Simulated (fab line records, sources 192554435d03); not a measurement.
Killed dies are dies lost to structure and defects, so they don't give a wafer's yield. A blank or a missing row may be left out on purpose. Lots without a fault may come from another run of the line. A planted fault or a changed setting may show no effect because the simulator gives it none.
Which tool did it? | flow n5_finfet | 24 lots, 72 wafers sampled, at 5 steps of a route of 1938

WHAT THE GAUGES READ, wafer by wafer
N5_GATE_CUT_OVL_MEAS_14.
lot  | measured     | on         | GATE_CUT_OVL (nm)
L074 | day 4 18:17  | overlay-02 | 1.9 2.4 1.0
L075 | day 4 19:04  | overlay-02 | 0.6 1.3 0.3
L076 | day 5 01:34  | overlay-01 | 0.3 0.7 0.9
L078 | day 5 13:05  | overlay-01 | 0.5 -0.5 0.2
L077 | day 5 15:24  | overlay-02 | 2.3 1.0 1.1
L079 | day 5 22:20  | overlay-02 | 0.1 1.0 0.0
L080 | day 6 01:35  | overlay-02 | 0.3 0.5 0.8
L081 | day 6 07:51  | overlay-02 | 1.2 1.9 1.2
L082 | day 6 11:03  | overlay-02 | 0.7 0.1 0.4
L083 | day 6 16:26  | overlay-01 | 1.5 1.2 0.9
L084 | day 7 02:05  | overlay-01 | 1.6 0.4 0.4
L085 | day 7 08:41  | overlay-02 | 0.4 0.5 0.1
L086 | day 7 15:31  | overlay-02 | 0.9 1.1 0.8
L087 | day 7 18:29  | overlay-01 | 1.3 1.0 1.8
L088 | day 8 01:43  | overlay-01 | 1.1 1.7 1.1
L089 | day 8 04:02  | overlay-01 | 1.8 0.5 1.3
L090 | day 8 15:17  | overlay-01 | 1.4 0.3 0.6
L091 | day 8 20:43  | overlay-02 | -0.4 -0.4 -0.5
L092 | day 9 06:09  | overlay-01 | 1.0 0.5 0.9
L093 | day 9 12:59  | overlay-01 | 0.9 1.2 1.1
L094 | day 9 15:34  | overlay-01 | 0.6 -0.3 1.2
L095 | day 10 01:17 | overlay-02 | 1.6 1.1 1.3
L096 | day 10 03:28 | overlay-02 | 1.0 0.7 0.2
L097 | day 10 07:20 | overlay-01 | 0.0 0.2 0.4

N5_GATE_CUT_THK_MEAS_24.
lot  | measured     | on            | GC_FILL_THK (nm)
L074 | day 4 21:37  | film_metro-01 | 218.8 219.5 219.6
L075 | day 4 23:14  | film_metro-02 | 214.5 216.7 217.4
L076 | day 5 04:17  | film_metro-01 | 215.4 217.8 215.2
L078 | day 5 16:12  | film_metro-01 | 217.4 215.9 224.2
L077 | day 5 18:07  | film_metro-02 | 218.8 220.7 219.4
L079 | day 6 01:02  | film_metro-02 | 220.0 222.2 218.3
L080 | day 6 04:23  | film_metro-02 | 220.8 219.4 218.8
L081 | day 6 10:34  | film_metro-02 | 218.0 221.0 218.0
L082 | day 6 13:46  | film_metro-02 | 217.2 221.0 221.5
L083 | day 6 19:10  | film_metro-01 | 218.4 219.7 220.0
L084 | day 7 05:13  | film_metro-02 | 219.2 218.6 218.4
L085 | day 7 11:24  | film_metro-01 | 217.8 219.2 222.5
L086 | day 7 18:56  | film_metro-02 | 215.6 217.3 219.4
L087 | day 7 21:12  | film_metro-01 | 217.2 220.2 218.8
L088 | day 8 04:34  | film_metro-01 | 222.9 220.4 220.2
L089 | day 8 07:09  | film_metro-01 | 217.1 218.5 221.3
L090 | day 8 19:28  | film_metro-02 | 217.8 219.1 220.6
L091 | day 8 23:26  | film_metro-02 | 222.7 224.2 225.3
L092 | day 9 09:38  | film_metro-01 | 220.8 222.4 224.5
L093 | day 9 15:45  | film_metro-01 | 218.8 219.4 219.5
L094 | day 9 18:20  | film_metro-01 | 221.1 221.4 219.3
L095 | day 10 04:19 | film_metro-02 | 216.3 218.4 219.8
L096 | day 10 06:52 | film_metro-01 | 223.1 221.8 221.8
L097 | day 10 10:21 | film_metro-02 | 218.6 221.6 219.0

WHICH TOOL RAN EACH LOT (tool, then ch and the chambers of the sampled wafers, then the start)
lot  | N5_GATE_CUT_STRIP_42               | N5_GATE_CUT_ETCH_19                | N5_GATE_CUT_ALD_22
L074 | rie_diel-01 ch 0,2,3, day 4 18:50  | rie_diel-01 ch 0,2,3, day 4 18:53  | ald_sin-02 ch 0,2, day 4 19:50
L075 | rie_diel-06 ch 0,2,3, day 4 20:18  | rie_diel-06 ch 0,2,3, day 4 20:20  | ald_sin-02 ch 0,1,3, day 4 21:27
L076 | rie_diel-06 ch 0,1,2, day 5 01:53  | rie_diel-06 ch 0,1,2, day 5 01:56  | ald_sin-02 ch 0,2, day 5 02:29
L078 | rie_diel-01 ch 0,2,3, day 5 13:50  | rie_diel-01 ch 0,2,3, day 5 13:52  | ald_sin-02 ch 0,2,3, day 5 14:25
L077 | rie_diel-01 ch 2,3, day 5 15:44    | rie_diel-01 ch 2,3, day 5 15:46    | ald_sin-01 ch 0,1,3, day 5 16:20
L079 | rie_diel-01 ch 1,2,3, day 5 22:40  | rie_diel-01 ch 1,2,3, day 5 22:43  | ald_sin-01 ch 1,3, day 5 23:16
L080 | rie_diel-06 ch 1,2,3, day 6 01:55  | rie_diel-06 ch 1,2,3, day 6 01:58  | ald_sin-02 ch 0,1,3, day 6 02:37
L081 | rie_diel-06 ch 0,2,3, day 6 08:11  | rie_diel-06 ch 0,2,3, day 6 08:13  | ald_sin-01 ch 0,1,3, day 6 08:46
L082 | rie_diel-02 ch 0,3, day 6 11:23    | rie_diel-02 ch 0,3, day 6 11:26    | ald_sin-02 ch 0,1,3, day 6 11:59
L083 | rie_diel-01 ch 1,3, day 6 16:47    | rie_diel-01 ch 1,3, day 6 16:49    | ald_sin-01 ch 0,1,2, day 6 17:22
L084 | rie_diel-06 ch 0,1,3, day 7 02:25  | rie_diel-06 ch 0,1,3, day 7 02:28  | ald_sin-01 ch 0,1,2, day 7 03:26
L085 | rie_diel-01 ch 2,3, day 7 09:01    | rie_diel-01 ch 2,3, day 7 09:04    | ald_sin-01 ch 0,1,3, day 7 09:37
L086 | rie_diel-06 ch 1,2,3, day 7 16:34  | rie_diel-06 ch 1,2,3, day 7 16:36  | ald_sin-01 ch 0,1,3, day 7 17:09
L087 | rie_diel-02 ch 0,1, day 7 18:49    | rie_diel-02 ch 0,1, day 7 18:51    | ald_sin-02 ch 0,1,3, day 7 19:25
L088 | rie_diel-06 ch 0,1,2, day 8 02:11  | rie_diel-06 ch 0,1,2, day 8 02:13  | ald_sin-02 ch 1,2,3, day 8 02:46
L089 | rie_diel-06 ch 1,3, day 8 04:46    | rie_diel-06 ch 1,3, day 8 04:49    | ald_sin-03 ch 0,3, day 8 05:22
L090 | rie_diel-02 ch 1,3, day 8 15:37    | rie_diel-02 ch 1,3, day 8 15:39    | ald_sin-01 ch 1,3, day 8 17:41
L091 | rie_diel-02 ch 0,2,3, day 8 21:04  | rie_diel-02 ch 0,2,3, day 8 21:06  | ald_sin-01 ch 0,3, day 8 21:39
L092 | rie_diel-01 ch 0,1,3, day 9 06:29  | rie_diel-01 ch 0,1,3, day 9 06:31  | ald_sin-01 ch 0,2, day 9 07:51
L093 | rie_diel-02 ch 0,1,2, day 9 13:20  | rie_diel-02 ch 0,1,2, day 9 13:23  | ald_sin-03 ch 0,2,3, day 9 13:58
L094 | rie_diel-06 ch 0,1,3, day 9 15:55  | rie_diel-06 ch 0,1,3, day 9 15:57  | ald_sin-03 ch 0,1,3, day 9 16:33
L095 | rie_diel-06 ch 0,1,3, day 10 01:38 | rie_diel-06 ch 0,1,3, day 10 01:40 | ald_sin-03 ch 1,2,3, day 10 02:32
L096 | rie_diel-02 ch 0,3, day 10 04:25   | rie_diel-02 ch 0,3, day 10 04:27   | ald_sin-02 ch 0,1, day 10 05:05
L097 | rie_diel-01 ch 1,2,3, day 10 07:40 | rie_diel-01 ch 1,2,3, day 10 07:42 | ald_sin-03 ch 0,1,2, day 10 08:16
- N5_GATE_CUT_STRIP_42: strips in O2.
- N5_GATE_CUT_ETCH_19: etches SiNx in CH3F/O2, target depth 53.7 nm, time 76.7 s.
- N5_GATE_CUT_ALD_22: deposits SiNx, target thk 16 nm, pulse time 1 s, ald cycles 320.

WHAT THE TOOLS THEMSELVES READ (means of the sampled wafers that have a number; where no wafer has one, the mark that the record gives instead)
N5_GATE_CUT_STRIP_42.
lot  | tool        | drypump_motor_current_A (A) | oes_product_au (a.u.) | rf_vpp_V (V) | showerhead_plenum_p_Torr (Torr) | throttle_valve_pct (%)
L074 | rie_diel-01 | 6.1                         | 0.76                  | 3.2          | 2.07                            | 16.69
L075 | rie_diel-06 | 5.7                         | 0.73                  | 3.5          | 2.12                            | 17.03
L076 | rie_diel-06 | 5.8                         | 0.74                  | 3.0          | 2.10                            | 16.85
L078 | rie_diel-01 | 6.1                         | 0.76                  | 3.8          | 2.07                            | 16.71
L077 | rie_diel-01 | 6.1                         | 0.79                  | 3.7          | 2.07                            | 16.69
L079 | rie_diel-01 | 5.8                         | 0.78                  | 4.2          | 2.05                            | 16.60
L080 | rie_diel-06 | 5.7                         | 0.75                  | 3.9          | 2.13                            | 16.75
L081 | rie_diel-06 | 5.7                         | 0.73                  | 3.6          | 2.12                            | 17.05
L082 | rie_diel-02 | 5.9                         | 0.88                  | 4.4          | 2.10                            | 16.56
L083 | rie_diel-01 | 6.0                         | 0.78                  | 3.7          | 2.02                            | 16.58
L084 | rie_diel-06 | 5.4                         | 0.73                  | 3.3          | 2.11                            | 16.82
L085 | rie_diel-01 | 6.1                         | 0.78                  | 3.5          | 2.06                            | 16.72
L086 | rie_diel-06 | 5.6                         | 0.74                  | 3.9          | 2.12                            | 16.76
L087 | rie_diel-02 | 5.3                         | 0.82                  | 3.8          | 2.04                            | 16.72
L088 | rie_diel-06 | 5.8                         | 0.72                  | 3.4          | 2.09                            | 16.88
L089 | rie_diel-06 | 5.3                         | 0.73                  | 3.6          | 2.14                            | 16.71
L090 | rie_diel-02 | 6.0                         | 0.74                  | 3.7          | 2.06                            | 16.96
L091 | rie_diel-02 | 5.8                         | 0.81                  | 4.1          | 2.10                            | 16.68
L092 | rie_diel-01 | 6.0                         | 0.82                  | 3.4          | 2.02                            | 16.48
L093 | rie_diel-02 | 5.6                         | 0.75                  | 4.0          | 2.08                            | 16.86
L094 | rie_diel-06 | 5.4                         | 0.80                  | 4.0          | 2.11                            | 16.67
L095 | rie_diel-06 | 5.4                         | 0.80                  | 3.9          | 2.11                            | 16.69
L096 | rie_diel-02 | 5.9                         | 0.84                  | 3.8          | 2.08                            | 16.63
L097 | rie_diel-01 | 5.8                         | 0.75                  | 4.0          | 2.04                            | 16.68

N5_GATE_CUT_ETCH_19.
lot  | tool        | drypump_motor_current_A (A) | etch_rf_on_time_s (s) | oes_product_au (a.u.) | rf_vpp_V (V) | showerhead_plenum_p_Torr (Torr) | throttle_valve_pct (%)
L074 | rie_diel-01 | 6.1                         | 75.4                  | 0.66                  | 301          | 1.97                            | 16.33
L075 | rie_diel-06 | 5.7                         | 76.7                  | 0.62                  | 295          | 2.03                            | 16.72
L076 | rie_diel-06 | 5.8                         | 76.7                  | 0.63                  | 299          | 2.00                            | 16.49
L078 | rie_diel-01 | 6.2                         | 77.0                  | 0.64                  | 300          | 1.97                            | 16.34
L077 | rie_diel-01 | 6.1                         | 76.6                  | 0.68                  | 305          | 1.96                            | 16.31
L079 | rie_diel-01 | 5.8                         | 76.0                  | 0.68                  | 298          | 1.96                            | 16.30
L080 | rie_diel-06 | 5.6                         | 75.8                  | 0.64                  | 298          | 2.03                            | 16.42
L081 | rie_diel-06 | 5.7                         | 75.2                  | 0.63                  | 296          | 2.02                            | 16.75
L082 | rie_diel-02 | 5.9                         | 75.5                  | 0.75                  | 304          | 2.00                            | 16.27
L083 | rie_diel-01 | 5.9                         | 76.6                  | 0.66                  | 302          | 1.94                            | 16.28
L084 | rie_diel-06 | 5.4                         | 77.3                  | 0.61                  | 298          | 2.01                            | 16.47
L085 | rie_diel-01 | 6.1                         | 75.7                  | 0.67                  | 305          | 1.95                            | 16.35
L086 | rie_diel-06 | 5.7                         | 76.3                  | 0.62                  | 298          | 2.02                            | 16.44
L087 | rie_diel-02 | 5.3                         | 77.5                  | 0.69                  | 299          | 1.95                            | 16.42
L088 | rie_diel-06 | 5.8                         | 76.6                  | 0.61                  | 299          | 1.99                            | 16.52
L089 | rie_diel-06 | 5.3                         | 76.4                  | 0.63                  | 297          | 2.05                            | 16.41
L090 | rie_diel-02 | 6.0                         | 77.3                  | 0.63                  | 300          | 1.98                            | 16.69
L091 | rie_diel-02 | 5.8                         | 77.3                  | 0.68                  | 300          | 2.01                            | 16.37
L092 | rie_diel-01 | 6.0                         | 76.3                  | 0.70                  | 297          | 1.94                            | 16.17
L093 | rie_diel-02 | 5.6                         | 78.2                  | 0.64                  | 298          | 1.99                            | 16.57
L094 | rie_diel-06 | 5.4                         | 76.9                  | 0.68                  | 298          | 2.01                            | 16.34
L095 | rie_diel-06 | 5.4                         | 76.5                  | 0.68                  | 298          | 2.01                            | 16.33
L096 | rie_diel-02 | 5.9                         | 74.8                  | 0.71                  | 303          | 1.99                            | 16.33
L097 | rie_diel-01 | 5.9                         | 77.8                  | 0.64                  | 299          | 1.95                            | 16.35

N5_GATE_CUT_ALD_22.
lot  | tool       | heater_power_w (W) | precursor_pulse_height_rel
L074 | ald_sin-02 | 879                | 0.991
L075 | ald_sin-02 | 809                | 0.991
L076 | ald_sin-02 | 874                | 0.993
L078 | ald_sin-02 | 850                | 1.008
L077 | ald_sin-01 | 911                | 1.001
L079 | ald_sin-01 | 914                | 1.000
L080 | ald_sin-02 | 814                | 0.997
L081 | ald_sin-01 | 904                | 1.003
L082 | ald_sin-02 | 810                | 1.004
L083 | ald_sin-01 | 850                | 0.987
L084 | ald_sin-01 | 846                | 1.017
L085 | ald_sin-01 | 930                | 1.003
L086 | ald_sin-01 | 915                | 1.013
L087 | ald_sin-02 | 819                | 1.007
L088 | ald_sin-02 | 881                | 1.008
L089 | ald_sin-03 | 826                | 0.997
L090 | ald_sin-01 | 905                | 0.997
L091 | ald_sin-01 | 915                | 0.993
L092 | ald_sin-01 | 859                | 0.997
L093 | ald_sin-03 | 817                | 0.997
L094 | ald_sin-03 | 790                | 1.009
L095 | ald_sin-03 | 847                | 0.997
L096 | ald_sin-02 | 780                | 0.981
L097 | ald_sin-03 | 783                | 1.002

THE ANSWER, worked out from the rows above alone
Rule: what is usual is taken from the lots themselves. Put in order of their means at a reading, lots are off if they are a third of the lots or fewer, leave a main group of 4 or more, and stand apart from it by a gap of 3 or more times the standard deviation of the main group's means; of several such gaps the widest counts. A main group whose means are all the same, to the digits that the tables above print for the reading, isn't used. A lot without any number at a reading at which 4 lots or more have one is off too. The other lots that the step has rows for count as sound. The gauges are gone through in route order, then the tools' own readings, and for those a lot's mean is taken as printed above. The first step at which some lot is off is used, and at that step the reading that is off furthest; a lot without a number counts as furthest.
No lot is off at any reading shown: from this, nothing can be told.

WHAT THE SIMULATOR HAD PUT IN
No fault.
